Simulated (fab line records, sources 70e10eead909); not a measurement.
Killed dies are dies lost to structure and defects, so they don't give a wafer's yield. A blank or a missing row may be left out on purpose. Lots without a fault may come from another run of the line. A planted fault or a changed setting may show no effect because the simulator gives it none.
A struck lot beside a sound one | flow nand_harc | 39 steps out of a route of 1302
Sound: wafers L764.1, L764.2, L764.5. Struck: wafer L772.1. (L772.4, L772.5 of the same lot were not struck and are left out.) The cause comes at the end.
At each step with rows: each side's tool, then ch and its chambers, then its first start. Under that, the readings that differ: sound wafers | struck wafers | difference of the means | sigmas: that difference in standard deviations of wafers without a fault.
alike: readings whose means differ by less than 2 such deviations, and words and numbers that are the same on both sides. not compared: withheld readings, readings that some wafer has no value for, bounds like >300 that may hide the same value, and numbers for which the record gives no deviation and whose values overlap.
The two part at a step that has a row with sigmas, a row that says differs or no value, or rows on one side only. Numbers that don't overlap but have no deviation are shown without sigmas and don't part them. A reading that every wafer of one side lacks parts them only if that side has two wafers or more.

first, 5 steps without rows for these wafers: NHARC_A_STAIRCASE_PEB_287 (peb time 130 s); NHARC_A_STAIRCASE_DEVELOP_288 (time 140 s); NHARC_A_STAIRCASE_HARDBAKE_290 (time 140 s); NHARC_A_STAIRCASE_DESCUM_291 (chemistry O2, time 3 s); NHARC_A_STAIRCASE_ETCH_292 (etches the open film in CF4/CHF3).
NHARC_A_STAIRCASE_HM_OPEN_460: chemistry O2/COS.
  sound on rie_diel-04 ch 1,2; struck on rie_diel-10 ch 2
  reading               | sound             | struck | difference | sigmas
  oes_product_au (a.u.) | 0.996 0.996 0.993 | 1.013  | +0.018     | +3
  alike: bias_w, drypump_motor_current_A, o2_flow_sccm, rf_vpp_V, showerhead_plenum_p_Torr, throttle_valve_pct
  not compared: rf_hours_counter_h
then, 5 steps without rows for these wafers: NHARC_A_STAIRCASE_STRIP_461 (strips in O2/COS); NHARC_A_STAIRCASE_ETCH_452 (etches the open film in CF4/O2, target depth 30 nm, overetch 3 nm, time 16.5 s); NHARC_A_STAIRCASE_ETCH_294 (etches the open film in C4F8/O2/Ar, target depth 4989 nm, time 1211.6 s); NHARC_A_STAIRCASE_STRIP_295 (strips in O2); NHARC_A_STAIRCASE_STRIP_296 (strips in SPM, time 900 s).
NHARC_A_STAIRCASE_PRECLEAN_297: cleans in SC1.
  sound on wet_bench-03 ch 0,1,2, day 17 23:40; struck on wet_bench-04 ch 1, day 21 10:22
  alike: bath_heat_duty_pct
then, 1 step without rows for these wafers: NHARC_A_STAIRCASE_SRD_298.
NHARC_A_STAIRCASE_HM_DEP_462: deposits aC, target thk 800 nm.
  sound on acl_dep-01 ch 0, day 18 00:08; struck on acl_dep-01 ch 0, day 21 10:53
  alike: throttle_valve_pct
NHARC_A_STAIRCASE_DEP_301: deposits SiON, target thk 30 nm.
  sound on pecvd-04 ch 0,1,2, day 18 02:00; struck on pecvd-02 ch 1, day 21 12:45
  alike: heater_power_w
then, 14 steps without rows for these wafers: NHARC_A_STAIRCASE_DEHYDRATE_302 (time 120 s); NHARC_A_STAIRCASE_HMDS_303 (time 30 s); NHARC_A_STAIRCASE_COAT_304; NHARC_A_STAIRCASE_SOFTBAKE_305 (time 170 s); NHARC_A_STAIRCASE_EBR_306; NHARC_A_STAIRCASE_EXPOSE_307 (exposes mask CHOP 50); NHARC_A_STAIRCASE_PEB_308 (peb time 130 s); NHARC_A_STAIRCASE_DEVELOP_309 (time 140 s); NHARC_A_STAIRCASE_HARDBAKE_311 (time 140 s); NHARC_A_STAIRCASE_DESCUM_312 (chemistry O2, time 3 s); NHARC_A_STAIRCASE_ETCH_313 (etches the open film in CF4/CHF3); NHARC_A_STAIRCASE_HM_OPEN_463 (chemistry O2/COS); NHARC_A_STAIRCASE_STRIP_464 (strips in O2/COS); NHARC_A_STAIRCASE_ETCH_453 (etches the open film in CF4/O2, target depth 30 nm, overetch 3 nm, time 16.5 s).
NHARC_A_STAIRCASE_ETCH_315: etches the open film in C4F8/O2/Ar, target depth 2500 nm, time 607.1 s.
  sound on rie_diel-04 ch 1,2,3; struck on rie_diel-10 ch 1
  alike: bias_w, oes_product_au, rf_vpp_V
  not compared: rf_hours_counter_h
then, 4 steps without rows for these wafers: NHARC_A_STAIRCASE_STRIP_316 (strips in O2); NHARC_A_STAIRCASE_STRIP_317 (strips in SPM, time 900 s); NHARC_A_STAIRCASE_PRECLEAN_318 (cleans in SC1); NHARC_A_STAIRCASE_SRD_329.
NHARC_A_STAIRCASE_ALD_415: deposits SiO2, target thk 30 nm, pulse time 6 s, ald cycles 300.
  sound on ald_hk-03 ch 1,3, day 18 04:50; struck on ald_hk-02 ch 0, day 21 15:26
  reading                    | sound             | struck | difference | sigmas
  precursor_pulse_height_rel | 0.981 0.984 1.003 | 1.035  | +0.046     | +2
  alike: heater_power_w
then, 3 steps without rows for these wafers: NHARC_A_STAIRCASE_ETCHBACK_416 (etches the open film in C4F8/O2/Ar, target depth 36 nm, time 7.2 s); NHARC_A_STAIRCASE_STRIP_476 (strips in O2, time 20 s); NHARC_A_STAIRCASE_DEP_417 (deposits Si3N4, target thk 60 nm).
-- the record jumps here: 7 days lie between the struck wafers' starts before and after (it left off in module A_STAIRCASE and takes up again in module END, whose first step shown is number 1302 of the route) --
NHARC_END_SORT_01:
  the record has rows for the struck wafers here (prober-02 ch 0, day 28 19:52) and none for the sound ones

WHERE THEY PART
First at NHARC_A_STAIRCASE_HM_OPEN_460; last, within this record, at NHARC_END_SORT_01.

WHY: what the simulator had put in
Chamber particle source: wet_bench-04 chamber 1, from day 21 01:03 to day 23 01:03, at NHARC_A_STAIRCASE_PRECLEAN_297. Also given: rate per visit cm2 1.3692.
